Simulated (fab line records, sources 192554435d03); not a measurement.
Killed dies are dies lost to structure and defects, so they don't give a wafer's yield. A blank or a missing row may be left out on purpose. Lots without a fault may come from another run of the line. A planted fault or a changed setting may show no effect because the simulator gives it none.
Problem report in the 8D (eight disciplines) form, filled by code | flow n5_finfet | the parts of the form that need people (team, actions taken, sign-off) are left out

1. THE PROBLEM
spin_speed_rpm at N5_BEOL_M5_COAT_66 reads a mean of 1592.7 rpm on 6 wafers of 2 lots; wafers without a fault read 1500.1 rpm with a standard deviation of 1. That is +93 standard deviations from the usual mean.
The step: time 60 s, resist thk 12 nm.
First seen on wafer L432.1, day 11 13:56, on litho_track-01. The record holds 12 wafers of 4 lots with a number at this step. Rule for "out", or "out of limits": more than 4 standard deviations from the usual mean. The other wafers with a number count as sound.

2. WHAT IT IS AND WHAT IT IS NOT
question                    | is                     | is not
which readings at this step | spin_speed_rpm         | resist_line_temp_C
which lots                  | L432, L434             | L426, L441
which wafers of those lots  | all that have a number | -
read on which tools         | litho_track-01         | litho_track-04
when                        | from day 11 13:56      | up to then (3 sound wafers); but 3 sound wafers of L441 came after

3. SUSPECTS, AND WHAT RULES EACH OUT
Counting: a tool at a process step up to the reading stays a suspect if it ran every lot that is out and no sound lot after the first of them.
- litho_track-01 at N5_BEOL_M5_COAT_66 (time 60 s, resist thk 12 nm): kept. It ran every lot that is out, first L432 (day 11 13:56), and no sound lot after that; its last sound lot up to then is L426 (day 9 23:26). Its own readings are out on those wafers: spin_speed_rpm.
Left after counting: litho_track-01 at N5_BEOL_M5_COAT_66.

4. THE CAUSE (what the simulator had put in)
Process parameter drift: litho_track-01, from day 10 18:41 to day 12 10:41, at N5_BEOL_M5_COAT_66. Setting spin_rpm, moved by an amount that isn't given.
Counting left only this tool.

5. THE CHAIN OF EFFECTS, in route order
Each row: a reading whose mean over the struck wafers that have a number lies more than 3 standard deviations from the usual. Only readings for which the record gives a usual standard deviation are gone through. hours: the time from each lot's start at the first step in this table that gives one to its start at this step, as a median over the lots. sigmas: the change in usual standard deviations.
hours | step               | reading        | usual      | on struck wafers | change | sigmas
0     | N5_BEOL_M5_COAT_66 | spin_speed_rpm | 1500.1 rpm | 1592.7           | +92.6  | +93
The process steps in it:
- N5_BEOL_M5_COAT_66: time 60 s, resist thk 12 nm.

6. WHAT WOULD HAVE CAUGHT IT SOONER
In this record the first reading out of limits was taken at day 11 13:56, 19 hours after the fault began at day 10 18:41.
